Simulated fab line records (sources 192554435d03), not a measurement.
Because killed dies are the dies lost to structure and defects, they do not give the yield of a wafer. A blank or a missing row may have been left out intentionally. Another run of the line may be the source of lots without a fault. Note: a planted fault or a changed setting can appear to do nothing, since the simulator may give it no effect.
Matching of chambers | flow n5 finfet | 3 sister chambers for N5_BEOL_M0_SAQP_PECVD_03 on pecvd-02
The step deposits SiCN from 3MS/NH3, target thk 12 nm, time 21.1 s. 14 wafers are shown with their chamber, then 7 later ones without.

## WAFERS PAIRED WITH THEIR CHAMBERS
wafer  | chamber | showerhead plenum p Torr (Torr) | throttle valve pct (%)
L074.1 | 0       | 3.672                           | 9.4
L074.2 | 1       | 3.692                           | 9.4
L074.3 | 2       | 3.643                           | 8.8
L075.1 | 2       | 3.645                           | 8.9
L075.4 | 1       | 3.693                           | 9.7
L075.6 | 2       | 3.641                           | 8.9
L077.4 | 2       | 3.636                           | 8.8
L077.5 | 0       | 3.665                           | 9.1
L077.6 | 1       | 3.689                           | 9.6
L078.2 | 1       | 3.678                           | 9.6
L078.4 | 0       | 3.686                           | 9.3
L078.5 | 1       | 3.689                           | 9.6
L083.1 | 0       | 3.686                           | 9.4
L083.3 | 1       | 3.686                           | 9.3

SIGNATURES (means of the wafers above)
reading                  | chamber 0 | chamber 1 | chamber 2 | scatter within a chamber
showerhead plenum p Torr | 3.67725   | 3.68783   | 3.64125   | 0.00689
throttle valve pct       | 9.300     | 9.533     | 8.850     | 0.129
Rule: for a wafer and a chamber, the distance is found by dividing, reading by reading, the gap between the wafer's reading and the chamber's mean by the reading's scatter, squaring, summing and taking the root. If the next closest chamber is less than 2 further off than the closest, the wafer can't be placed; otherwise it belongs to the closest. The scatter is the square root of a quotient: the sum, over the shown wafers, of each reading's squared deviation from its chamber's mean, divided by wafers minus chambers.

## WAFERS WITH NO CHAMBER GIVEN
wafer  | showerhead plenum p Torr (Torr) | throttle valve pct (%)
L083.4 | 3.679                           | 9.7
L085.1 | 3.688                           | 9.3
L085.2 | 3.690                           | 9.5
L085.3 | 3.677                           | 9.4
L087.2 | 3.672                           | 9.5
L087.3 | 3.667                           | 9.2
L087.4 | 3.689                           | 9.3

## WHICH CHAMBER EACH WENT THROUGH
wafer  | from the rows above     | in truth
L083.4 | can't be placed: 1 or 0 | 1
L085.1 | can't be placed: 0 or 1 | 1
L085.2 | 1                       | 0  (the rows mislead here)
L085.3 | can't be placed: 0 or 1 | 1
L087.2 | can't be placed: 0 or 1 | 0
L087.3 | 0                       | 0
L087.4 | can't be placed: 0 or 1 | 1
Correctly placed: 1 of 7. Cannot be placed on the basis of these rows: 5; the candidates contain the true chamber in 5. Number placed wrongly: 1.
